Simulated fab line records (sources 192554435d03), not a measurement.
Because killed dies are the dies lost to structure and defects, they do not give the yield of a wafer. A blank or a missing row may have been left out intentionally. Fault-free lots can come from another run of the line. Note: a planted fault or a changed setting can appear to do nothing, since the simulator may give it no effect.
The tool behind it: which one? | flow n5_finfet | 10 lots, 27 wafers sampled, at 5 steps of a route of 1938

== WHAT THE GAUGES READ, wafer by wafer ==
N5_BEOL_M4_RC_MEAS_101.
lot  | measured     | on        | ION_P (uA/um)
L576 | day 8 22:56  | prober-02 | 473 455 454
L578 | day 10 00:26 | prober-02 | 467 462 468
L579 | day 9 19:16  | prober-02 | 449 464 463
L582 | day 10 19:17 | prober-01 | 466 470 464
L583 | day 10 19:43 | prober-02 | 455 469 462
L587 | day 12 10:49 | prober-02 | 456 459 453
L589 | day 12 17:26 | prober-01 | 466 492
L591 | day 12 23:15 | prober-01 | 499 470
L592 | day 13 19:06 | prober-02 | 478 489
L594 | day 14 06:01 | prober-01 | 469 461 461

== WHAT TOOL EACH LOT RAN ON (gives the tool, then ch and the chambers of the sampled wafers, and finally the start) ==
lot  | N5_STI_FIN_REVEAL_ALD_00         | N5_STI_FIN_REVEAL_ALD_14         | N5_STI_FIN_REVEAL_DENSIFY_30    | N5_STI_FIN_REVEAL_RECESS_09
L576 | ald_sin-01 ch 1,2, day 3 00:12   | ald_sin-01 ch 1,2, day 3 00:15   | rtp_anneal-01 ch 0, day 3 06:13 | vapor_etch-02 ch 0,1, day 3 06:40
L578 | ald_sin-04 ch 1,3, day 3 10:06   | ald_sin-04 ch 1,3, day 3 10:08   | rtp_anneal-01 ch 0, day 3 15:34 | vapor_etch-01 ch 0,1, day 3 16:30
L579 | ald_sin-04 ch 1,3, day 3 15:47   | ald_sin-04 ch 1,3, day 3 15:50   | rtp_anneal-01 ch 0, day 3 21:26 | vapor_etch-01 ch 0,1, day 3 21:53
L582 | ald_sin-02 ch 0,1,3, day 4 10:39 | ald_sin-02 ch 0,1,3, day 4 10:41 | rtp_anneal-02 ch 0, day 4 16:03 | vapor_etch-01 ch 0,1, day 4 16:38
L583 | ald_sin-01 ch 0,2,3, day 4 15:56 | ald_sin-01 ch 0,2,3, day 4 15:59 | rtp_anneal-01 ch 0, day 4 21:22 | vapor_etch-02 ch 0,1, day 4 21:54
L587 | ald_sin-04 ch 1,2, day 5 17:17   | ald_sin-04 ch 1,2, day 5 17:20   | rtp_anneal-02 ch 0, day 5 22:46 | vapor_etch-01 ch 1, day 5 23:19
L589 | ald_sin-04 ch 2,3, day 6 03:49   | ald_sin-04 ch 2,3, day 6 03:52   | rtp_anneal-01 ch 0, day 6 09:14 | vapor_etch-01 ch 0,1, day 6 10:02
L591 | ald_sin-04 ch 1,2, day 6 17:57   | ald_sin-04 ch 1,2, day 6 18:05   | rtp_anneal-02 ch 0, day 6 23:37 | vapor_etch-01 ch 0,1, day 7 01:03
L592 | ald_sin-02 ch 0,3, day 6 22:01   | ald_sin-02 ch 0,3, day 6 22:04   | rtp_anneal-02 ch 0, day 7 03:25 | vapor_etch-01 ch 0,1, day 7 03:58
L594 | ald_sin-04 ch 0,1,2, day 7 10:13 | ald_sin-04 ch 0,1,2, day 7 10:16 | rtp_anneal-02 ch 0, day 7 16:04 | vapor_etch-02 ch 0,1, day 7 16:31
- N5_STI_FIN_REVEAL_ALD_00: deposits SiO2, target thk 1 nm, pulse time 1 s.
- N5_STI_FIN_REVEAL_ALD_14: deposits Si3N4, target thk 3 nm.
- N5_STI_FIN_REVEAL_DENSIFY_30
- N5_STI_FIN_REVEAL_RECESS_09: chemistry HF/NH3, target SiO2, afs cycles 11, target depth 42.5 nm, sublimation time 60 s.

== THE ANSWER, worked out from the rows above alone ==
Rule: the lots themselves supply what counts as usual. The widest of any qualifying gaps counts: lots, ordered by their means at a reading, are off when they make up no more than a third of the lots, leave a main group of 4 or more, and stand apart from it by 3 or more times the standard deviation of that group's means. The tables above print the reading to a certain number of digits; a main group whose means all agree to those digits is not used. Also off: a lot with no number at a reading for which 4 or more lots have one. Where the step has rows for the other lots, those lots are counted as sound.
Off: at N5_BEOL_M4_RC_MEAS_101 (ION_P), L589, L591, L592. The main group: mean 462 uA/um, standard deviation 3.5.
If a tool, at a process step before that reading, ran all the lots that are off and no sound lot after the first of them, it fits. Those tools and the gauges at N5_BEOL_M4_RC_MEAS_101 are tried in the same way. One fits: vapor_etch-01 at N5_STI_FIN_REVEAL_RECESS_09. A fault onset in the window from L587 (day 5 23:19, its last sound lot) to L589 (day 6 10:02, its first lot off) fits.

== WHAT THE SIMULATOR HAD INSERTED ==
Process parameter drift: vapor_etch-01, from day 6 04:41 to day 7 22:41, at N5_STI_FIN_REVEAL_RECESS_09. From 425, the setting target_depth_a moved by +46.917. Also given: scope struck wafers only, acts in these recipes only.
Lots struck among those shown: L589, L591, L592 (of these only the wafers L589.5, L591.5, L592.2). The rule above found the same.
